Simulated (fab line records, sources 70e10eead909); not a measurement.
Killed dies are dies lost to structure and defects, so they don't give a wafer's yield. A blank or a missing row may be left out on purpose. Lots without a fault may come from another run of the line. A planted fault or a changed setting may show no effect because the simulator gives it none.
Tool commonality check | flow nand_harc | 2 lots, 6 wafers sampled

WHY IT WAS OPENED
At NHARC_END_SORT_01 the reading killed_at_array is flagged on 2 of 2 lots. Wafers without a fault read 58, standard deviation 18.
Rule: a lot is flagged when every wafer of it that has a number lies more than 4 standard deviations from that mean, or none has a number. The other lots count as sound.

lot  | measured     | on        | killed_at_array, wafer by wafer | flag
L865 | day 30 04:23 | prober-01 | 137 144 132                     | FLAGGED
L866 | day 31 23:22 | prober-01 | 142 143 156                     | FLAGGED
The numbers of the flagged lots are 142 on average: +84 against the usual, or +5 standard deviations.

WHICH TOOL RAN EACH LOT
The record holds 3 process steps before the reading, out of a route of 1302 steps. In each cell: the tool, then ch and the chambers that the sampled wafers went through, then the start.
lot  | flag    | NHARC_A_ONON_D1_DEP_03           | NHARC_THIN_TSV_CMP_01         | NHARC_THIN_TSV_ETCH_15
L865 | FLAGGED | pecvd_onon-02 ch 0, day 13 20:22 | cmp-03 ch 1,3, day 29 11:52   | rie_si-01 ch 0,1, day 29 14:03
L866 | FLAGGED | pecvd_onon-02 ch 0, day 14 15:22 | cmp-03 ch 0,1,3, day 31 06:54 | rie_si-03 ch 2,3, day 31 09:15
What these steps do:
- NHARC_A_ONON_D1_DEP_03: target thk 1000 nm.
- NHARC_THIN_TSV_CMP_01: polishes.
- NHARC_THIN_TSV_ETCH_15: target depth 3000 nm, bosch target overetch cycles 2, bosch etch step 2.8 s.
- NHARC_END_SORT_01

FLAGGED OVER TOTAL, TOOL BY TOOL (the gauges that took the reading come last)
step                   | tool          | lots run | flagged | share of the flagged lots | sound lots run after its first flagged lot
NHARC_A_ONON_D1_DEP_03 | pecvd_onon-02 | 2        | 2       | all                       | 0
NHARC_THIN_TSV_CMP_01  | cmp-03        | 2        | 2       | all                       | 0
NHARC_THIN_TSV_ETCH_15 | rie_si-01     | 1        | 1       | some                      | 0
NHARC_THIN_TSV_ETCH_15 | rie_si-03     | 1        | 1       | some                      | 0
NHARC_END_SORT_01      | prober-01     | 2        | 2       | all                       | 0

WHAT THE TABLE ALLOWS
3 rows of the table ran every flagged lot: pecvd_onon-02 at NHARC_A_ONON_D1_DEP_03, cmp-03 at NHARC_THIN_TSV_CMP_01, prober-01 at NHARC_END_SORT_01.
- pecvd_onon-02 at NHARC_A_ONON_D1_DEP_03: 2 of its 2 lots flagged. It ran no sound lot before its first flagged lot in this sample, so the start can't be narrowed down.
- cmp-03 at NHARC_THIN_TSV_CMP_01: 2 of its 2 lots flagged. It ran no sound lot before its first flagged lot in this sample, so the start can't be narrowed down.
- prober-01 at NHARC_END_SORT_01: 2 of its 2 lots flagged. It ran no sound lot before its first flagged lot in this sample, so the start can't be narrowed down.
Counting lots can't tell these 3 tools apart, because each fits a fault that began at some hour. More lots, or a look at what each step does to the wafer, might.

WHAT THE SIMULATOR HAD PUT IN
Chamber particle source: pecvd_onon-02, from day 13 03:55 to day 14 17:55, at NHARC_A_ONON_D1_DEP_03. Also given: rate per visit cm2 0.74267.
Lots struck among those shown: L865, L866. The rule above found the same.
